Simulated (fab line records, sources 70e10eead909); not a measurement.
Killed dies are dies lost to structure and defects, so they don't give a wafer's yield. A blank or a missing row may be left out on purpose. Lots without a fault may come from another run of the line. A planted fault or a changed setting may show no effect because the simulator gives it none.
fab line records | flow nand_harc | part 1 of 2: steps 1 to 27 of 37
record lots=5 wafers=15 last_day=33
route steps=1302 shown A_M0@1159 A_M1@1169
lots that met no fault: from a run of the same line without faults
start_h: hours from the record's first day to the start of the lot's first wafer shown | wait_h: hours since the lot's step before | " the same as in the row above | L1.1+2: a row that stands for several wafers | - no value, or no start given | * or withheld: withheld | < > ~ a bound
route shown NAME@n: a module of which the file shows steps, and the number in the route of the first | usual: mean/standard deviation of fault-free wafers | same: alike in all rows | chamber/n: place in a boat | sites: the reading at each site | _std_site: their standard deviation | _edge_site: outer sites' mean less inner sites' | radius_mm: how far each site lies from the wafer's centre | mask NAME#n: copy n | behind: the tool/chamber that last shaped the wafer | hold: why the lot was held/for how many hours/how that ended | device: the transistor (n, p or np) that didn't switch | end of line: the same wafers' tests at the end of the route | a step without rows: its recipe alone | killed: dies lost to structure and defects at the first sort, not the wafer's yield | map: a wafer's dies, x killed, . not, _ none there
set.NAME: the setting as run; set.NAME@STEP: as run at that earlier step | model.NAME: the simulator's own value behind a step, which no gauge read
lots at some steps of the route; a table a step, a row a wafer
services: from which hour (start_h, from the record's first day; less than 0 if before it) a tool's chamber was out of use, for how many hours, and why
## steps
# step NHARC_A_M0_PVD_21
# recipe target_thk_a=300 chamber_pressure_pa=5 power_w=5000 substrate_temp_c=30 time_s=20.49 material=Cu
# usual substrate_temp_c=30.01/0.12 throttle_valve_pct=30.3/1.3
# columns lot.wafer tool chamber start_h wait_h substrate_temp_c throttle_valve_pct
L083.3 pvd_sputter-01 - - - 30.08 31.5
L083.4 " - " " 30.05 29.4
L083.6 " - " " 29.99 28.5
L085.2 pvd_sputter-03 - - - 29.94 31.5
L085.1 " - " " 29.93 31.1
L085.3 " - " " 29.96 30.6
L093.4 pvd_sputter-01 - - - 30.20 31.2
L093.6 " - " " 30.14 31.3
L093.5 " - " " 30.01 29.4
L095.3 pvd_sputter-03 - - - 30.14 28.2
L095.6 " - " " 30.07 31.1
L095.5 " - " " 30.08 28.3
L096.1 pvd_sputter-03 - - - 30.02 30.9
L096.2 " - " " 29.93 28.1
L096.6 " - " " 30.03 31.8
# step NHARC_A_M0_ECD_22
# recipe target_thk_a=4000 bath_temp_c=25 material=Cu
# columns lot.wafer tool chamber start_h wait_h
L083.4+3+6 ecd_cu-02 0,1,1 613.41 -
L085.1+2+3 ecd_cu-02 1,0,1 641.15 -
L093.4+5+6 ecd_cu-01 1,0,1 706.24 -
L095.3+5+6 ecd_cu-02 1,1,0 722.58 -
L096.2+1+6 ecd_cu-02 1,0,1 743.33 -
# step NHARC_A_M0_ANNEAL_30
# recipe temp_c=225 time_s=90
# usual wafer_temp_C_max=225.97/0.28
# columns lot.wafer tool chamber start_h wait_h wafer_temp_C_max
L083.3 rtp_anneal-02 0 613.79 - 225.70
L083.4 " 0 " " 225.51
L083.6 " 0 " " 225.80
L085.1 rtp_anneal-01 0 641.53 - 226.36
L085.2 " 0 " " 225.85
L085.3 " 0 " " 225.90
L093.4 rtp_anneal-02 0 706.63 - 226.12
L093.5 " 0 " " 225.95
L093.6 " 0 " " 225.95
L095.3 rtp_anneal-01 0 722.96 - 226.05
L095.5 " 0 " " 226.34
L095.6 " 0 " " 226.20
L096.1 rtp_anneal-01 0 743.70 0.3 226.09
L096.2 " 0 " " 226.33
L096.6 " 0 " " 226.54
# step NHARC_A_M0_CMP_23
# recipe t_overpolish_s=20 target_thk_nm=113.75
# usual motor_current_A=12.2/2 pad_life_wafers=196/120 retaining_ring_pressure_frac=1.000/0.0042 time_to_endpoint_s=28.9/2.6
# same t_overpolish_s=20
# columns lot.wafer tool chamber start_h wait_h motor_current_A pad_life_wafers retaining_ring_pressure_frac time_to_endpoint_s
L083.4 cmp-03 3 614.08 - 17.1 212 1.004 32.9
L083.3 " 0 " " 10.7 213 1.002 29.0
L083.6 " 2 " " 12.4 - 0.991 31.9
L085.2 cmp-02 3 641.87 - 11.0 6 1.006 29.4
L085.3 " 1 " " 12.9 8 1.008 30.3
L085.1 " 2 " " 10.6 9 1.001 29.8
L093.4 cmp-01 0 706.90 - 11.0 99 1.001 29.8
L093.6 " 1 " " 12.9 - 1.005 26.5
L093.5 " 2 " " 11.0 - 1.000 25.3
L095.3 cmp-01 2 723.22 - 11.4 174 0.991 24.4
L095.5 " 2 " " 10.5 - 0.995 28.0
L095.6 " 3 " " 11.7 - 1.002 22.4
L096.1 cmp-01 0 744.10 - 11.6 254 1.000 32.3
L096.2 " 1 " " 13.4 255 0.998 29.1
L096.6 " 2 " " 11.1 - 1.003 28.6
# step NHARC_A_M0_THK_MEAS_24
# recipe thk_meas_gauge=xrf
# usual thk_nm=113.7/1.6
# columns lot.wafer tool chamber start_h wait_h thk_nm
L083.3 film_metro-01 - 614.34 - 114.8
L083.4 " - " " 113.7
L083.6 " - " " 116.0
L085.1 film_metro-02 - 642.19 - 114.4
L085.2 " - " " 113.1
L085.3 " - " " 115.7
L093.4 film_metro-02 - 707.13 - 113.6
L093.5 " - " " 111.9
L093.6 " - " " 114.1
L095.3 film_metro-01 - 723.54 - 113.1
L095.5 " - " " 112.5
L095.6 " - " " 112.2
L096.1 film_metro-01 - 744.36 - 115.4
L096.2 " - " " 113.6
L096.6 " - " " 114.3
# step NHARC_A_M0_SRD_25
# columns lot.wafer tool chamber start_h wait_h
L083.3+6+4 wet_bench-10 7,0,1 614.38 0.0
L085.2+3+1 wet_bench-10 0,1,2 642.24 0.0
L093.6+4+5 wet_bench-08 2,3,5 707.17 0.0
L095.6+3+5 wet_bench-10 5,6,0 723.58 0.0
L096.2+1+6 wet_bench-10 5,0,1 744.40 0.0
# step NHARC_A_M0_INSPECT_27
# usual raw_defect_count=548/140
# columns lot.wafer tool chamber start_h wait_h raw_defect_count
L083.3 defect_inspect-01 - 614.50 0.0 506
L083.4 " - " " 442
L083.6 " - " " 485
L085.1 defect_inspect-02 - 642.34 0.0 717
L085.2 " - " " 393
L085.3 " - " " 554
L093.4 defect_inspect-01 - 707.29 0.0 574
L093.5 " - " " 526
L093.6 " - " " 517
L095.3 defect_inspect-01 - 723.69 0.0 614
L095.5 " - " " 488
L095.6 " - " " 487
L096.1 defect_inspect-01 - 744.52 0.0 499
L096.2 " - " " 476
L096.6 " - " " 616
# step NHARC_A_M0_PRE_CLEAN_31
# recipe time_s=12 temp_c=370 rf_power_w=300 gas=NH3
# usual heater_power_w=615/110
# columns lot.wafer tool chamber start_h wait_h heater_power_w since_wet_clean_h
L083.3 pecvd-01 2 614.59 0.1 519 109
L083.6 " 0 " " 677 -
L083.4 " 2 " " 525 -
L085.2 pecvd-01 2 642.69 0.3 612 137
L085.1 " 0 " " 622 137
L085.3 " 1 " " 570 137
L093.4 pecvd-01 2 707.40 0.1 596 -
L093.6 " 0 " " 635 -
L093.5 " 1 " " 592 -
L095.3 pecvd-04 2 723.78 0.1 527 80
L095.6 " 0 " " 631 -
L095.5 " 2 " " 506 -
L096.2 pecvd-04 2 744.58 0.1 538 101
L096.1 " 0 " " 684 101
L096.6 " 1 " " 571 -
# step NHARC_A_M0_DEP_32
# recipe target_thk_a=300 temp_c=370 target_thk_nm=30 pressure_torr=3 flow_sccm=200 rf_w=450 material=SiCN
# usual heater_power_w=569/110
# columns lot.wafer tool chamber start_h wait_h heater_power_w since_wet_clean_h
L083.3 pecvd-01 2 614.73 0.1 565 110
L083.6 " 0 " " 586 -
L083.4 " 2 " " 578 -
L085.2 pecvd-01 2 642.77 0.1 540 138
L085.1 " 0 " " 638 138
L085.3 " 1 " " 589 138
L093.4 pecvd-01 2 707.56 0.2 567 -
L093.6 " 0 " " 618 -
L093.5 " 1 " " 503 -
L095.3 pecvd-04 2 723.92 0.1 479 80
L095.6 " 0 " " 726 -
L095.5 " 2 " " 491 -
L096.2 pecvd-04 2 744.66 0.1 437 101
L096.1 " 0 " " 693 101
L096.6 " 1 " " 505 -
# step NHARC_A_M1_DEP_00
# recipe target_thk_a=1825 target_thk_nm=182.5 temp_c=withheld pressure_torr=5 flow_sccm=200 rf_w=600 material=SiOC
# columns lot.wafer tool chamber start_h wait_h since_wet_clean_h
L083.3 pecvd-04 2 615.06 - 152
L083.4 " 2 " " -
L083.6 " 1 " " -
L085.3 pecvd-03 1 643.18 - 83
L085.1 " 2 " " 83
L085.2 " 0 " " 83
L093.4 pecvd-03 2 707.99 - -
L093.5 " 0 " " -
L093.6 " 1 " " -
L095.3 pecvd-01 1 724.32 - 38
L095.5 " 1 " " -
L095.6 " 2 " " -
L096.2 pecvd-01 0 745.12 - 59
L096.1 " 1 " " 59
L096.6 " 2 " " -
# step NHARC_A_M1_DEHYDRATE_01
# recipe temp_c=150 time_s=120
# columns lot.wafer tool chamber start_h wait_h
L083.3+4+6 litho_track-01 0 615.46 -
L085.1+2+3 litho_track-01 0 643.58 -
L093.4+5+6 litho_track-01 0 708.26 -
L095.3+5+6 litho_track-04 0 724.68 -
L096.1+2+6 litho_track-01 0 745.48 -
# step NHARC_A_M1_HMDS_02
# recipe time_s=30
# columns lot.wafer tool chamber start_h wait_h
L083.3+4+6 litho_track-01 0 - -
L085.1+2+3 litho_track-01 0 - -
L093.4+5+6 litho_track-01 0 - -
L095.3+5+6 litho_track-04 0 - -
L096.1+2+6 litho_track-01 0 - -
# step NHARC_A_M1_COAT_34
# recipe temp_c=200 time_s=65
# columns lot.wafer tool chamber start_h wait_h
L083.3+4+6 litho_track-01 0 - -
L085.1+2+3 litho_track-01 0 - -
L093.4+5+6 litho_track-01 0 - -
L095.3+5+6 litho_track-04 0 - -
L096.1+2+6 litho_track-01 0 - -
# step NHARC_A_M1_COAT_03
# recipe spin_rpm=1500 resist_thk_nm=90
# columns lot.wafer tool chamber start_h wait_h
L083.3+4+6 litho_track-01 0 - -
L085.1+2+3 litho_track-01 0 - -
L093.4+5+6 litho_track-01 0 - -
L095.3+5+6 litho_track-04 0 - -
L096.1+2+6 litho_track-01 0 - -
# step NHARC_A_M1_SOFTBAKE_04
# recipe temp_c=105 time_s=55
# columns lot.wafer tool chamber start_h wait_h
L083.3+4+6 litho_track-01 0 - -
L085.1+2+3 litho_track-01 0 - -
L093.4+5+6 litho_track-01 0 - -
L095.3+5+6 litho_track-04 0 - -
L096.1+2+6 litho_track-01 0 - -
# step NHARC_A_M1_EBR_05
# columns lot.wafer tool chamber start_h wait_h
L083.3+4+6 litho_track-01 0 - -
L085.1+2+3 litho_track-01 0 - -
L093.4+5+6 litho_track-01 0 - -
L095.3+5+6 litho_track-04 0 - -
L096.1+2+6 litho_track-01 0 - -
# step NHARC_A_M1_EXPOSE_06
# recipe na=1.35 target_cd_nm=120 dose_mj=75.13 mask_id=A_M1
# columns lot.wafer tool chamber start_h wait_h mask
L083.3+4+6 arfi_scanner-02 0 615.76 - A_M1#0
L085.1+2+3 arfi_scanner-01 0 643.87 - A_M1#0
L093.4+5+6 arfi_scanner-01 0 708.43 - A_M1#0
L095.3+5+6 arfi_scanner-02 0 724.97 - A_M1#0
L096.1+2+6 arfi_scanner-02 0 745.64 - A_M1#0
# step NHARC_A_M1_PEB_07
# recipe peb_temp_c=100 peb_time_s=65
# columns lot.wafer tool chamber start_h wait_h
L083.3+4+6 litho_track-06 0 615.81 0.0
L085.1+2+3 litho_track-06 0 643.93 0.1
L093.4+5+6 litho_track-04 0 708.48 0.0
L095.3+5+6 litho_track-06 0 725.03 0.0
L096.1+2+6 litho_track-06 0 745.70 0.1
# step NHARC_A_M1_DEVELOP_08
# recipe develop_time_s=35 dev_temp_c=23
# columns lot.wafer tool chamber start_h wait_h
L083.3+4+6 litho_track-06 0 - -
L085.1+2+3 litho_track-06 0 - -
L093.4+5+6 litho_track-04 0 - -
L095.3+5+6 litho_track-06 0 - -
L096.1+2+6 litho_track-06 0 - -
# step NHARC_A_M1_CD_MEAS_09
# recipe target_cd_nm=120 landing_energy_ev=500
# usual cd_nm=120.2/0.54
# columns lot.wafer tool chamber start_h wait_h cd_nm
L083.3 cd_sem-02 0 615.90 - 120.5
L083.4 " 0 " " 120.9
L083.6 " 0 " " 119.4
L085.1 cd_sem-02 0 644.01 - 120.0
L085.2 " 0 " " 119.8
L085.3 " 0 " " 119.8
L093.4 cd_sem-02 0 708.57 - 120.8
L093.5 " 0 " " 120.5
L093.6 " 0 " " 120.7
L095.3 cd_sem-01 0 725.11 - 119.7
L095.5 " 0 " " 118.7
L095.6 " 0 " " 119.5
L096.1 cd_sem-02 0 745.78 - 120.5
L096.2 " 0 " " 120.7
L096.6 " 0 " " 120.2
# step NHARC_A_M1_OVL_MEAS_10
# recipe pitch_nm=240
# usual overlay_x_nm=0.0/0.89 overlay_y_nm=0.0/0.7
# columns lot.wafer tool chamber start_h wait_h overlay_x_nm overlay_y_nm
L083.3 overlay-01 - 615.98 - -0.1 -0.1
L083.4 " - " " 0.1 -0.3
L083.6 " - " " -0.4 -0.2
L085.1 overlay-02 - 644.10 - 0.4 0.5
L085.2 " - " " -0.1 0.9
L085.3 " - " " 0.1 0.7
L093.4 overlay-02 - 708.65 - 0.7 0.8
L093.5 " - " " 1.0 0.9
L093.6 " - " " 0.7 0.9
L095.3 overlay-01 - 725.20 - -0.8 -0.1
L095.5 " - " " -0.3 0.4
L095.6 " - " " -0.9 -0.4
L096.1 overlay-02 - 745.87 - 0.6 0.1
L096.2 " - " " 0.2 0.3
L096.6 " - " " 0.4 0.4
# step NHARC_A_M1_INSPECT_11
# usual raw_defect_count=85/39
# columns lot.wafer tool chamber start_h wait_h raw_defect_count
L083.3 defect_inspect-01 - 616.02 0.0 42
L083.4 " - " " 38
L083.6 " - " " 34
L085.1 defect_inspect-01 - 644.13 0.0 91
L085.2 " - " " 82
L085.3 " - " " 89
L093.4 defect_inspect-01 - 708.68 0.0 94
L093.5 " - " " 112
L093.6 " - " " 116
L095.3 defect_inspect-02 - 725.23 0.0 23
L095.5 " - " " 21
L095.6 " - " " 17
L096.1 defect_inspect-01 - 745.91 0.0 57
L096.2 " - " " 50
L096.6 " - " " 45
# step NHARC_A_M1_DESCUM_14
# recipe time_s=3 o2_flow_sccm=200 ar_flow_sccm=0 bias_power_w=0 chemistry=O2
# usual drypump_motor_current_A=5.7/0.5 mfc_ar_sccm=0.008/0.01 oes_product_au=1.000/0.0091 rf_vpp_V=57.9/0.92 showerhead_plenum_p_Torr=1.92/0.073 throttle_valve_pct=11.312/0.0079
# same bias_power_w=0
# columns lot.wafer tool chamber start_h wait_h drypump_motor_current_A mfc_ar_sccm oes_product_au rf_hours_counter_h rf_vpp_V showerhead_plenum_p_Torr throttle_valve_pct
L083.4 rie_diel-04 0 616.08 0.1 6.5 0.026 0.991 3.7 59.4 2.00 11.303
L083.3 " 3 " " 5.8 0 1.016 4.5 57.5 2.01 11.311
L083.6 " 1 " " 5.7 0 0.999 - 58.9 2.02 11.304
L085.1 rie_diel-12 0 644.20 0.1 6.3 0.014 1.001 1.0 58.2 1.80 11.309
L085.3 " 1 " " 5.1 0 1.006 0.8 58.1 1.97 11.321
L085.2 " 3 " " 5.2 0.025 1.010 0.8 58.5 1.87 11.325
L093.4 rie_diel-09 3 708.75 0.1 5.1 0.001 0.994 1.4 59.1 1.89 11.307
L093.5 " 2 " " 5.7 0 0.994 - 58.1 1.85 11.297
L093.6 " 3 " " 5.0 0.001 0.991 - 58.6 1.89 11.319
L095.3 rie_diel-04 0 725.30 0.1 6.5 0.026 0.993 0.3 58.7 2.00 11.304
L095.6 " 3 " " 5.8 0 1.002 - 58.2 2.01 11.308
L095.5 " 0 " " 6.5 0.026 0.991 - 58.2 2.00 11.318
L096.2 rie_diel-04 3 745.97 0.1 5.8 0 0.987 0.9 55.3 2.01 11.302
L096.1 " 0 " " 6.5 0.026 0.997 1.0 58.0 2.00 11.314
L096.6 " 0 " " 6.5 0.026 0.978 - 58.5 2.00 11.325
# step NHARC_A_M1_ETCH_35
# recipe target_depth_a=400 overetch_a=120 time_s=43.94 ion_energy_ev=200 n2_flow_sccm=150 h2_flow_sccm=150 ar_flow_sccm=0 rf_w=400 bias_w=150 chemistry=N2/H2
# usual drypump_motor_current_A=5.7/0.5 mfc_ar_sccm=0.007/0.01 oes_product_au=1.001/0.0094 rf_vpp_V=430.9/2.2 showerhead_plenum_p_Torr=2.05/0.076 throttle_valve_pct=14.172/0.0089
# columns lot.wafer tool chamber start_h wait_h drypump_motor_current_A mfc_ar_sccm oes_product_au rf_hours_counter_h rf_vpp_V showerhead_plenum_p_Torr throttle_valve_pct
L083.3 rie_diel-04 0 616.17 0.1 6.5 0.026 1.000 3.7 433.4 2.13 14.152
L083.4 " 1 " " 5.8 0 1.010 3.2 434.8 2.15 14.173
L083.6 " 0 " " 6.5 0.026 0.994 - 432.4 2.13 14.165
L085.2 rie_diel-12 2 644.29 0.1 6.4 0 0.999 0.6 430.2 2.05 14.174
L085.1 " 3 " " 5.2 0.025 0.995 0.8 428.1 1.99 14.179
L085.3 " 0 " " 6.3 0.014 1.000 1.0 427.6 1.92 14.177
L093.4 rie_diel-09 3 708.83 0.1 5.1 0.001 0.994 1.4 428.5 2.02 14.181
L093.6 " 3 " " 5.1 0.001 0.991 - 430.2 2.02 14.171
L093.5 " 0 " " 5.5 0 0.988 - 432.6 2.10 14.173
L095.3 rie_diel-04 1 725.39 0.1 5.7 0 0.993 0.4 433.2 2.15 14.181
L095.5 " 3 " " 5.8 0 0.985 - 432.4 2.15 14.169
L095.6 " 0 " " 6.5 0.026 0.989 - 433.1 2.13 14.168
L096.1 rie_diel-04 3 746.06 0.1 5.8 0 0.997 1.0 434.5 2.15 14.178
L096.2 " 1 " " 5.7 0 0.997 1.2 432.5 2.15 14.163
L096.6 " 3 " " 5.7 0 0.989 - 433.4 2.15 14.177
# step NHARC_A_M1_ETCH_15
# recipe target_depth_a=1825 time_s=91.2 c4f8_flow_sccm=withheld ar_flow_sccm=400 rf_w=600 bias_w=300 chemistry=C4F8/Ar
# usual oes_product_au=0.955/0.022 rf_vpp_V=441.2/2.2
# columns lot.wafer tool chamber start_h wait_h oes_product_au rf_hours_counter_h rf_vpp_V
L083.4 rie_diel-04 3 - - 0.951 4.5 444.4
L083.3 " 1 " " 0.925 3.3 443.9
L083.6 " 3 " " 0.938 - 443.5
L085.2 rie_diel-12 2 - - 0.980 0.6 442.1
L085.1 " 3 " " 0.975 0.9 439.8
L085.3 " 1 " " 0.965 0.8 441.9
L093.4 rie_diel-09 2 - - 0.910 1.2 438.0
L093.5 " 3 " " 0.911 - 438.6
L093.6 " 0 " " 0.934 - 441.6
L095.3 rie_diel-04 3 - - 0.952 0.4 443.7
L095.6 " 0 " " 0.959 - 443.1
L095.5 " 1 " " 0.970 - 443.4
L096.1 rie_diel-04 2 - - 0.929 1.2 440.7
L096.2 " 3 " " 0.906 1.0 444.4
L096.6 " 2 " " 0.925 - 441.2
# step NHARC_A_M1_CD_MEAS_16
# usual cd_nm=120.3/0.8
# columns lot.wafer tool chamber start_h wait_h cd_nm
L083.3 cd_sem-01 - 616.39 - 121.1
L083.4 " - " " 122.9
L083.6 " - " " 120.7
L085.1 cd_sem-02 - 644.50 - 120.5
L085.2 " - " " 119.7
L085.3 " - " " 119.9
L093.4 cd_sem-03 - 709.06 - 120.4
L093.5 " - " " 120.2
L093.6 " - " " 120.2
L095.3 cd_sem-01 - 725.60 - 119.7
L095.5 " - " " 119.1
L095.6 " - " " 120.1
L096.1 cd_sem-03 - 746.27 - 121.1
L096.2 " - " " 120.8
L096.6 " - " " 120.0
# step NHARC_A_M1_STRIP_18
# recipe power_w=1000 n2_flow_sccm=150 h2_flow_sccm=150 ar_flow_sccm=0 bias_w=0 chemistry=N2/H2
# usual drypump_motor_current_A=5.7/0.44 mfc_ar_sccm=0.006/0.0097 oes_product_au=0.998/0.0083 power_w=999.7/2.8 rf_vpp_V=90.6/1 showerhead_plenum_p_Torr=2.05/0.078 throttle_valve_pct=14.172/0.0087
# columns lot.wafer tool chamber start_h wait_h drypump_motor_current_A mfc_ar_sccm oes_product_au power_w rf_hours_counter_h rf_vpp_V showerhead_plenum_p_Torr throttle_valve_pct
L083.4 rie_diel-12 0 616.51 0.1 6.3 0.014 0.986 1000.8 3.8 90.5 1.92 14.160
L083.3 " 1 " " 5.1 0 1.001 998.9 4.3 90.9 2.10 14.172
L083.6 " 2 " " 6.5 0 1.003 1001.4 - 89.3 2.05 14.173
L085.2 rie_diel-09 2 644.57 0.1 5.7 0 0.990 1001.9 8.7 89.6 1.97 14.172
L085.1 " 3 " " 5.1 0.001 1.003 1001.7 8.2 90.8 2.02 14.168
L085.3 " 0 " " 5.5 0 0.996 996.6 6.6 90.8 2.10 14.171
L093.4 rie_diel-12 3 709.15 0.1 5.2 0.025 0.996 1003.5 2.3 89.9 1.99 14.175
L093.5 " 2 " " 6.4 0 1.004 1002.9 - 91.4 2.05 14.182
L093.6 " 3 " " 5.2 0.025 1.006 995.9 - 90.7 1.99 14.178
L095.3 rie_diel-04 1 725.67 0.1 5.7 0 0.988 1003.8 0.5 91.7 2.15 14.184
L095.6 " 1 " " 5.7 0 0.990 996.2 - 91.6 2.15 14.180
L095.5 " 2 " " 5.5 0 1.002 999.2 - 89.2 2.03 14.171
L096.1 rie_diel-09 1 746.37 0.1 5.8 0.015 1.011 1000.1 5.0 90.3 1.93 14.180
L096.2 " 3 " " 5.1 0.001 0.993 999.6 2.6 91.1 2.02 14.171
L096.6 " 1 " " 5.8 0.015 1.009 998.0 - 89.9 1.93 14.178
